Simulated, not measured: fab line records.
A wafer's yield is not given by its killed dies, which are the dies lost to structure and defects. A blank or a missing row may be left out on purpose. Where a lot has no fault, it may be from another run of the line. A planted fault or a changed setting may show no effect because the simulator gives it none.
Matching of chambers || flow n5-finfet || N5_ILD0_CMP_12 on cmp-01 has 4 sister chambers
The step polishes SiNx, stops on poly-Si, t overpolish 6 s, target thk 17.67 nm. 8 wafers are shown with their chamber, then 12 later ones without.

== EACH WAFER AND ITS CHAMBER ==
{"wafer": "L082.2", "chamber": 3, "motor-current-A (A)": 9.0, "overpolish-run-s (s)": 6.015}
{"wafer": "L086.2", "chamber": 3, "motor-current-A (A)": 8.8, "overpolish-run-s (s)": 5.999}
{"wafer": "L087.2", "chamber": 1, "motor-current-A (A)": 8.8, "overpolish-run-s (s)": 5.992}
{"wafer": "L089.3", "chamber": 2, "motor-current-A (A)": 8.0, "overpolish-run-s (s)": 6.018}
{"wafer": "L089.6", "chamber": 2, "motor-current-A (A)": 8.6, "overpolish-run-s (s)": 6.011}
{"wafer": "L090.3", "chamber": 0, "motor-current-A (A)": 8.4, "overpolish-run-s (s)": 6.003}
{"wafer": "L090.4", "chamber": 1, "motor-current-A (A)": 8.8, "overpolish-run-s (s)": 5.990}
{"wafer": "L090.6", "chamber": 0, "motor-current-A (A)": 8.7, "overpolish-run-s (s)": 5.999}

== WAFERS WHOSE CHAMBER IS MISSING ==
{"wafer": "L094.1", "motor-current-A (A)": 8.6, "overpolish-run-s (s)": 5.997}
{"wafer": "L094.4", "motor-current-A (A)": 8.6, "overpolish-run-s (s)": 6.007}
{"wafer": "L094.6", "motor-current-A (A)": 8.9, "overpolish-run-s (s)": 5.998}
{"wafer": "L095.1", "motor-current-A (A)": 8.6, "overpolish-run-s (s)": 6.013}
{"wafer": "L095.4", "motor-current-A (A)": 8.5, "overpolish-run-s (s)": 5.999}
{"wafer": "L095.5", "motor-current-A (A)": 8.9, "overpolish-run-s (s)": 5.999}
{"wafer": "L097.2", "motor-current-A (A)": 9.0, "overpolish-run-s (s)": 6.007}
{"wafer": "L097.3", "motor-current-A (A)": 8.7, "overpolish-run-s (s)": 6.004}
{"wafer": "L097.6", "motor-current-A (A)": 8.2, "overpolish-run-s (s)": 6.002}
{"wafer": "L096.3", "motor-current-A (A)": 9.1, "overpolish-run-s (s)": 6.007}
{"wafer": "L096.4", "motor-current-A (A)": 8.3, "overpolish-run-s (s)": 6.006}
{"wafer": "L096.6", "motor-current-A (A)": 8.9, "overpolish-run-s (s)": 5.992}

== THE CHAMBER EACH PASSED THROUGH ==
{"wafer": "L094.1", "from the rows above": "can't be placed: 0 or 1 or 3", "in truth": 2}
{"wafer": "L094.4", "from the rows above": "can't be placed: 0 or 3 or 2 or 1", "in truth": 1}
{"wafer": "L094.6", "from the rows above": "can't be placed: 1 or 3 or 0", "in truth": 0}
{"wafer": "L095.1", "from the rows above": "can't be placed: 2 or 3 or 0", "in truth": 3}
{"wafer": "L095.4", "from the rows above": "can't be placed: 0 or 1 or 3", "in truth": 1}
{"wafer": "L095.5", "from the rows above": "can't be placed: 3 or 1 or 0", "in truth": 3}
{"wafer": "L097.2", "from the rows above": "can't be placed: 3 or 0", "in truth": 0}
{"wafer": "L097.3", "from the rows above": "can't be placed: 0 or 3 or 1 or 2", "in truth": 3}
{"wafer": "L097.6", "from the rows above": "can't be placed: 0 or 2 or 3 or 1", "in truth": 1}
{"wafer": "L096.3", "from the rows above": "can't be placed: 3 or 0 or 1", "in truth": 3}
{"wafer": "L096.4", "from the rows above": "can't be placed: 0 or 2 or 3 or 1", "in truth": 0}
{"wafer": "L096.6", "from the rows above": "can't be placed: 1 or 0 or 3", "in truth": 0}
0 of 12 placed correctly. Not placeable from these rows: 12 (in 11, the candidates include the true chamber). Wrongly placed: 0.
How it was worked out, from the rows above alone: a wafer's distance from a chamber is the root of the sum, over the readings, of the square of ((its reading less the chamber's mean) divided by the reading's scatter). The wafer belongs to the nearest chamber; if the next one is less than 2 further off, it can't be placed. Each chamber's mean is taken over the wafers shown for it. How the scatter is found: for the shown wafers, subtract from each reading the mean of its chamber, square and add these, divide the total by (wafers less chambers), then take the root.
